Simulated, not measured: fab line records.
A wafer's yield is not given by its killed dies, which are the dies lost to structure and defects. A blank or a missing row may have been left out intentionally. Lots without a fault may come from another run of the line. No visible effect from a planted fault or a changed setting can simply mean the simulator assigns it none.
Comparing a struck lot with a sound one || flow n5-finfet || 18 out of 1938 route steps
Sound: the wafers L536.1, L536.3, L536.5. Struck: wafer L542.3 (L542.2, L542.5, from the same lot, were not struck and are left out); the cause is given at the end.
For every step that has rows: the tool of each side, followed by ch and its chambers, followed by its first start. Under that, the readings that differ: sound wafers || struck wafers || difference of the means || sigmas: that difference in standard deviations of wafers without a fault.
alike: same words and numbers on both sides, and readings whose means sit less than 2 such deviations apart. not compared: any withheld reading, any reading some wafer has no value for, any bound like >300 that may hide the same value, and any number with overlapping values for which the record gives no deviation.
Wherever a step has rows on one side only, a row that says differs or no value, or a row with sigmas, the two part there. Non-overlapping numbers with no deviation appear without sigmas and do not part them. A reading that every wafer of one side lacks parts them only if that side has two wafers or more.

N5_START_INSPECT_01: inspects for defects (unpatterned scan).
  sound on defect-inspect-01 at day 2 00:02; struck on defect-inspect-01 at day 3 12:02
  alike: raw-defect-count
then, 2 steps without rows for these wafers: N5_ZERO_LAYER_PRECLEAN_00 (cleans in SPM, time 600 s); N5_ZERO_LAYER_SRD_01 (time 30 s, dry time 30 s).
N5_ZERO_LAYER_PECVD_02: deposits SiO2 from SiH4/N2O, target thk 10 nm, time 6 s.
  sound on pecvd-02 ch 0,1, day 2 00:17; struck on pecvd-01 ch 2, day 3 12:17
  alike: heater-power-w, showerhead-plenum-p-Torr
then, 4 steps without rows for these wafers: N5_ZERO_LAYER_HMDS_04 (time 60 s); N5_ZERO_LAYER_COAT_05 (resist thk 1000 nm); N5_ZERO_LAYER_EBR_07; N5_ZERO_LAYER_SOFTBAKE_06 (time 90 s).
N5_ZERO_LAYER_EXPOSE_08: exposes mask ZERO, defocus 0 nm, target cd 2000 nm.
  sound on krf-scanner-01 ch 0, day 2 00:35; struck on krf-scanner-02 ch 0, day 3 12:37
  alike: mask
then, 3 steps without rows for these wafers: N5_ZERO_LAYER_PEB_09; N5_ZERO_LAYER_DEVELOP_10 (develop time 60 s); N5_ZERO_LAYER_HARDBAKE_23 (time 120 s).
N5_ZERO_LAYER_CD_MEAS_11 targets a cd of 2000 nm.
  sound on cd-sem-03 ch 0, day 2 00:46; struck on cd-sem-01 ch 0, day 3 12:47
{"reading": "cd-nm (nm)", "sound": "2001.7 1998.8 1999.7", "struck": 2019.6, "difference": "+19.5", "sigmas": "+13"}
N5_ZERO_LAYER_DESCUM_16: chemistry O2, time 7.9 s.
  sound on rie-diel-03 ch 0,1,3, day 2 00:48; struck on rie-diel-01 ch 3, day 3 12:50
{"reading": "model.ZERO_LAYER.cd-nm (nm)", "sound": "2001 1999 1999", "struck": 2020, "difference": "+20", "sigmas": ""}
  alike: drypump-motor-current-A, oes-product-au, rf-vpp-V, showerhead-plenum-p-Torr, throttle-valve-pct
  not compared: rf-hours-counter-h
N5_ZERO_LAYER_ETCH_17: etches SiO2 in CF4, target depth 12 nm, time 13.3 s.
  sound on rie-diel-03 ch 0,1,3, day 2 00:50; struck on rie-diel-01 ch 3, day 3 12:52
  alike: drypump-motor-current-A, oes-product-au, rf-vpp-V, showerhead-plenum-p-Torr, throttle-valve-pct
  not compared: rf-hours-counter-h
N5_ZERO_LAYER_ETCH_18: etches Si in HBr/Cl2, target depth 120 nm, time 40 s.
  sound on rie-si-02 ch 0,1,3, day 2 00:55; struck on rie-si-02 ch 3, day 3 12:56
{"reading": "model.ZERO_LAYER.cd-nm (nm)", "sound": "2001 1999 1999", "struck": 2020, "difference": "+20", "sigmas": ""}
  alike: drypump-motor-current-A, oes-product-au, throttle-valve-pct
  not compared: rf-hours-counter-h
N5_ZERO_LAYER_STRIP_24: strips in O2.
  sound on plasma-asher-02 ch 0,1, day 2 01:01; struck on plasma-asher-01 ch 0, day 3 13:02
{"reading": "drypump-motor-current-A (A)", "sound": "4.9 4.9 5.2", "struck": 6.6, "difference": "+1.6", "sigmas": "+2"}
  alike: heater-power-w, oes-product-au, strip-time-to-endpoint-s
  not compared: rf-hours-counter-h
-- a jump in the record: the struck wafers' starts before and after are 6 days apart (it breaks off in module ZERO_LAYER and resumes in module BEOL_M4, where the first step shown is number 1111 of the route) --
N5_BEOL_M4_RC_MEAS_101:
  sound on prober-02 ch 0, day 8 10:01; struck on prober-02 ch 0, day 9 14:36
  alike: DIBL_N, DIBL_P, IOFF_N, IOFF_P, ION_N, ION_P, SS_N, SS_P, VT_N, VT_P

== WHERE THEY PART ==
Earliest at N5_ZERO_LAYER_CD_MEAS_11; latest, in this record, at N5_ZERO_LAYER_STRIP_24. Later steps at which nothing parts them and some readings are alike: N5_BEOL_M4_RC_MEAS_101.

WHY: the cause the simulator had injected
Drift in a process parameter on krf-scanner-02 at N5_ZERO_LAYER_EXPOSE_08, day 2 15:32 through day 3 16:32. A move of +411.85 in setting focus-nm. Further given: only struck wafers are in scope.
